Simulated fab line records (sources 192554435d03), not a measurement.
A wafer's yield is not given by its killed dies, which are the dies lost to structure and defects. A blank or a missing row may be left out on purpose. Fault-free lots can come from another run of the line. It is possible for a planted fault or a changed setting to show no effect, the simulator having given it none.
A lot that was struck, set against a sound lot | flow n5 finfet | 41 out of 1938 route steps
Sound: the wafers L400.2, L400.3, L400.6. Struck: wafer L396.5. (L396.4 of the same lot was not struck and is left out.) The cause comes at the end.
At each step with rows: each side's tool, then ch and its chambers, then its first start. Under that, the readings that differ: sound wafers | struck wafers | difference of the means | sigmas: that difference in standard deviations of wafers without a fault.
alike: a reading whose means differ by less than 2 such deviations, as well as words and numbers matching on both sides. not compared: withheld readings; readings where some wafer has no value; bounds like >300 that might hide an equal value; numbers whose values overlap and for which the record gives no deviation.
A row with sigmas, a row that says differs or no value, or rows on one side alone: a step with any of these is where the two part. Numbers that have no deviation but don't overlap get no sigmas and don't part them. A reading that every wafer of one side lacks parts them only if that side has two wafers or more.

first, 9 steps without rows for these wafers: N5_MOL_CONTACT_COAG_SPUTTER_130 (material Co, target thk 47.5 nm); N5_MOL_CONTACT_COAG_PRECLEAN_125 (cleans in DIW, time 57.5 s); N5_MOL_CONTACT_COAG_SRD_126 (dry time 32 s); N5_MOL_CONTACT_COAG_CMP_23 (polishes, stops on SiO2, t overpolish 1.5 s, target thk 0 nm); N5_MOL_CONTACT_COAG_WET_ETCH_26 (target Co, target depth 13 nm); N5_MOL_CONTACT_COAG_WET_ETCH_116 (etches the open film in SC1-inhibited, target depth 4.6 nm, rinse time 30 s); N5_MOL_CONTACT_COAG_ALD_27 (deposits SiOC, target thk 17 nm, pulse time 1.5 s, time 2720 s); N5_MOL_CONTACT_COAG_CMP_28 (polishes, stops on SiNx, t overpolish 0.85 s, target thk 14.522 nm); N5_MOL_CONTACT_COAG_ALD_123 (deposits SiNx, target thk 5 nm, pulse time 1 s, purge time 2 s).
N5_MOL_CONTACT_COAG_PECVD_31: deposits SiO2 from TEOS/O2, target thk 46 nm, time 8.9 s.
  sound on pecvd-02 ch 0,1, day 10 04:12; struck on pecvd-04 ch 2, day 9 05:56
  reading                                             | sound          | struck | difference | sigmas
  model.SiO2_of_MOL_CONTACT_COAG_PECVD_31.thk nm (nm) | 45.8 46.8 47.4 | 70.6   | +23.9      |
  not compared: since wet clean h
then, 19 steps without rows for these wafers: N5_MOL_CONTACT_COAG_COAT_75 (time 60 s, resist thk 60 nm); N5_MOL_CONTACT_COAG_COAT_76 (time 60 s, resist thk 10 nm); N5_MOL_CONTACT_COAG_COAT_77 (time 60 s, resist thk 10 nm); N5_MOL_CONTACT_COAG_COAT_78 (resist thk 40 nm); N5_MOL_CONTACT_COAG_EBR_80; N5_MOL_CONTACT_COAG_SOFTBAKE_79 (time 60 s); N5_MOL_CONTACT_COAG_EXPOSE_81 (exposes mask VG, defocus 0 nm); N5_MOL_CONTACT_COAG_PEB_82 (peb time 60 s); N5_MOL_CONTACT_COAG_DEVELOP_83 (develop time 30 s); N5_MOL_CONTACT_COAG_DESCUM_88 (chemistry O2, time 7 s); N5_MOL_CONTACT_COAG_ETCH_89 (etches underlayer in N2/H2, target depth 13 nm, time 10.4 s); N5_MOL_CONTACT_COAG_ETCH_90 (etches SiARC in CF4, target depth 13 nm, time 21.7 s); N5_MOL_CONTACT_COAG_ALD_131 (deposits SiO2, target thk 5 nm, pulse time 1 s, co reactant pulse time 1 s); N5_MOL_CONTACT_COAG_ETCHBACK_132 (etches SiO2 in CHF3, target depth 10 nm, time 6.7 s); N5_MOL_CONTACT_COAG_ETCH_91 (etches SOC in N2/H2, target depth 60 nm, overetch 21 nm, time 101.2 s); N5_MOL_CONTACT_COAG_STRIP_92 (strips in N2/H2); N5_MOL_CONTACT_COAG_STRIP_93 (strips in N2/H2); N5_MOL_CONTACT_COAG_ETCHBACK_135 (etches SiO2 in CHF3, target depth 25 nm, time 16.7 s); N5_MOL_CONTACT_COAG_STRIP_118 (strips in CHF3).
N5_MOL_CONTACT_COAG_VIA_ETCH_46: etches SiO2 in C4F6/O2, target depth 46 nm, overetch 9.2 nm, time 40 s.
  sound on rie diel-01 ch 1,2, day 10 05:10; struck on rie diel-06 ch 0, day 9 06:53
  reading                         | sound             | struck | difference | sigmas
  showerhead plenum p Torr (Torr) | 2.90 3.07 3.07    | 2.77   | -0.24      | -3
  throttle valve pct (%)          | 41.4 42.2 42.2    | 40.3   | -1.6       | -3
  model.etch.depth nm (nm)        | 45.81 46.86 47.49 | 54.84  | +8.12      |
  alike: drypump motor current A, oes product au, rf vpp V
  not compared: rf hours counter h
then, 1 step without rows for these wafers: N5_MOL_CONTACT_COAG_STRIP_96 (strips in N2/H2).
N5_MOL_CONTACT_COAG_ETCH_47: etches SiNx in CH3F/O2, stops on W, target depth 27 nm.
  sound on rie diel-01 ch 1,2, day 10 05:16; struck on rie diel-06 ch 0, day 9 07:00
  reading                         | sound             | struck | difference | sigmas
  etch rf on time s (s)           | 31.6 31.3 31.3    | 50.8   | +19.4      | +26
  oes product au (a.u.)           | 0.64 0.86 0.86    | 0.31   | -0.48      | -7
  showerhead plenum p Torr (Torr) | 2.04 2.16 2.16    | 1.94   | -0.18      | -3
  throttle valve pct (%)          | 16.6 16.6 16.6    | 15.9   | -0.7       | -2
  model.etch.over etch s (s)      | 5.273 5.213 5.215 | 0      | -5         |
  alike: drypump motor current A, rf vpp V
  not compared: rf hours counter h
then, 3 steps without rows for these wafers: N5_MOL_CONTACT_COAG_STRIP_119 (strips in N2/H2, time 30 s); N5_MOL_CONTACT_COAG_PRECLEAN_144 (cleans in alkaline clean, time 60 s); N5_MOL_CONTACT_COAG_SRD_145 (time 30 s).
N5_MOL_CONTACT_COAG_VIA_ETCH_117: etches SiO2 in C4F6/O2, target depth 40 nm, overetch 8 nm, time 26 s.
  sound on rie diel-01 ch 1,2,3, day 10 06:26; struck on rie diel-06 ch 3, day 9 08:19
  reading                                      | sound            | struck | difference | sigmas
  model.MOL_CONTACT_COAG.feature depth nm (nm) | 40.4 39.8 40.2   | 44.2   | +4.1       |
  model.etch.depth nm (nm)                     | 40.3 39.88 40.22 | 43.94  | +3.81      |
  alike: drypump motor current A, oes product au, rf vpp V, showerhead plenum p Torr, throttle valve pct
  not compared: rf hours counter h
N5_MOL_CONTACT_COAG_ETCH_48: etches SiOC in C4F6/O2, target depth 15 nm, overetch 4.5 nm, time 17 s.
  sound on rie diel-01 ch 1,2,3, day 10 06:31; struck on rie diel-06 ch 3, day 9 08:23
  reading               | sound          | struck | difference | sigmas
  oes product au (a.u.) | 0.69 0.57 0.78 | 0.30   | -0.38      | -6
  alike: drypump motor current A, rf vpp V, showerhead plenum p Torr, throttle valve pct
  not compared: rf hours counter h
N5_MOL_CONTACT_COAG_CMP_52: polishes, stops on SiO2, t overpolish 1.5 s, target thk 66.5 nm.
  sound on cmp-01 ch 1,2,3, day 10 07:17; struck on cmp-01 ch 1, day 9 09:15
  reading                                             | sound          | struck | difference | sigmas
  model.SiO2_of_MOL_CONTACT_COAG_PECVD_31.thk nm (nm) | 43.8 44.8 45.4 | 68.6   | +23.9      |
  alike: motor current A, retaining ring pressure frac, slurry flow ml min
N5_MOL_CONTACT_COAG_THK_MEAS_53:
  sound: film metro-02 at day 10 07:34; struck: film metro-02 at day 9 09:33
  reading          | sound          | struck | difference | sigmas
  VIA_MOL_THK (nm) | 43.7 44.8 45.5 | 68.6   | +23.9      | +33
N5_BEOL_M4_RC_MEAS_101:
  the record has rows for the sound wafers here (prober-02 ch 0, day 13 02:19) and none for the struck ones
-- record jumps: 7 days separate the struck wafers' starts on either side; left off in module BEOL_M4, taken up again in module PASSIVATION, whose first shown step is the route's number 1936 --
N5_PASSIVATION_PROBE_49:
  the record has rows for the struck wafers here (prober-01, day 16 14:08) and none for the sound ones

== WHERE THEY PART ==
First at N5_MOL_CONTACT_COAG_VIA_ETCH_46; last, within this record, at N5_PASSIVATION_PROBE_49.

WHY: the cause the simulator had injected
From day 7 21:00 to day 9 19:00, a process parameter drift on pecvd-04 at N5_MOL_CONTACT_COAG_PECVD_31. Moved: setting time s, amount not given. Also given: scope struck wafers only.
